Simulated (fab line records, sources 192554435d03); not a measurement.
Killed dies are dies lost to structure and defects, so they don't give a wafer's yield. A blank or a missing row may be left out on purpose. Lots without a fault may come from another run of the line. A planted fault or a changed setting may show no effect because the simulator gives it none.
Split-lot experiment | flow n5_finfet | 7 lots, 21 wafers read, on a route of 1938 steps

THE SPLIT
At N5_BEOL_M5_TRENCH_ETCH_37 (etches SiCOH lowk in C4F6/O2, target depth 71.652 nm, time 24.7 s), the setting bias_w was moved away from the recipe's 185 W on 9 of the 21 wafers read, by -14.6% to +10.4%. The other wafers ran this setting at the recipe's value.

The reading is taken at the split's own step.

THE READING
rf_vpp_V, in V, at N5_BEOL_M5_TRENCH_ETCH_37 (etches SiCOH lowk in C4F6/O2, target depth 71.652 nm, time 24.7 s). Fault-free wafers of this fab line usually give 665 V, standard deviation 9.3 V.

wafer  | tool, chamber at the split | bias_w as run, W | against the recipe | rf_vpp_V, V | against lot-mates on the recipe
L077.2 | rie_diel-01, 0             | 158              | -14.6%             | 578         | no lot-mate on the recipe
L077.3 | rie_diel-01, 3             | 158              | -14.6%             | 583         | no lot-mate on the recipe
L077.4 | rie_diel-01, 1             | 158              | -14.6%             | 583         | no lot-mate on the recipe
L080.2 | rie_diel-06, 0             | 185              | recipe             | 661         | -
L080.4 | rie_diel-06, 3             | 164              | -11.4%             | 600         | -61
L080.5 | rie_diel-06, 1             | 164              | -11.4%             | 585         | -76
L084.1 | rie_diel-02, 2             | 199              | +7.6%              | 706         | +32
L084.2 | rie_diel-02, 1             | 185              | recipe             | 681         | -
L084.4 | rie_diel-02, 2             | 185              | recipe             | 667         | -
L087.2 | rie_diel-02, 2             | 185              | recipe             | 668         | -
L087.3 | rie_diel-02, 1             | 185              | recipe             | 680         | -
L087.5 | rie_diel-02, 2             | 158.5            | -14.3%             | 589         | -85
L085.2 | rie_diel-06, 1             | 204.2            | +10.4%             | 697         | +42
L085.4 | rie_diel-06, 2             | 185              | recipe             | 648         | -
L085.5 | rie_diel-06, 3             | 185              | recipe             | 662         | -
L091.1 | rie_diel-06, 1             | 163.3            | -11.7%             | 582         | -80
L091.4 | rie_diel-06, 0             | 185              | recipe             | 663         | -
L091.6 | rie_diel-06, 0             | 185              | recipe             | 661         | -
L090.2 | rie_diel-01, 1             | 185              | recipe             | 661         | -
L090.3 | rie_diel-01, 2             | 185              | recipe             | 674         | -
L090.5 | rie_diel-01, 0             | 185              | recipe             | 655         | -

THE FIT
A straight line over all 21 wafers: rf_vpp_V changes by +5.53 V for each +1% of bias_w; r = +0.97; the points scatter about the line by 11 V.
The same after taking each lot's own level away (the mean of its wafers on the recipe; 18 wafers): +5.61 V for each +1%; r = +0.98; scatter 8.1 V.
On that fit, the largest move of bias_w shifts the reading by 82 V.
The lots' own levels span 655.0 to 674.0 V, that is 2.0 times the standard deviation above.
So the lot-to-lot level changes the slope little: the two slopes agree.
Check: with one of the wafers moved furthest among these (-14.3%) left out of the fit, the line predicts -82.8 V for it against its lot-mates. It came out at -85 V against them.
Tool readings at the split's step, against how far the setting was moved: rf_vpp_V r = +0.97.

OTHER SPLITS ON THESE WAFERS
These wafers also went through other splits before the reading. Each is held against what the fit with the lots' levels taken away leaves over:
other split on the same wafers   | wafers away from the commonest value | r with rf_vpp_V (lot level and that fit taken away)
N5_BEOL_M2_DESCUM_16 time_s      | 7                                    | -0.10
N5_BEOL_M4_TRENCH_ETCH_37 time_s | 7                                    | -0.01
N5_BEOL_M5_VIA_ETCH_34 bias_w    | 5                                    | +0.18

THE FILE'S OWN FIT
rf_vpp_V changes by +5.67 V for each +1% of bias_w, r = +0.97.
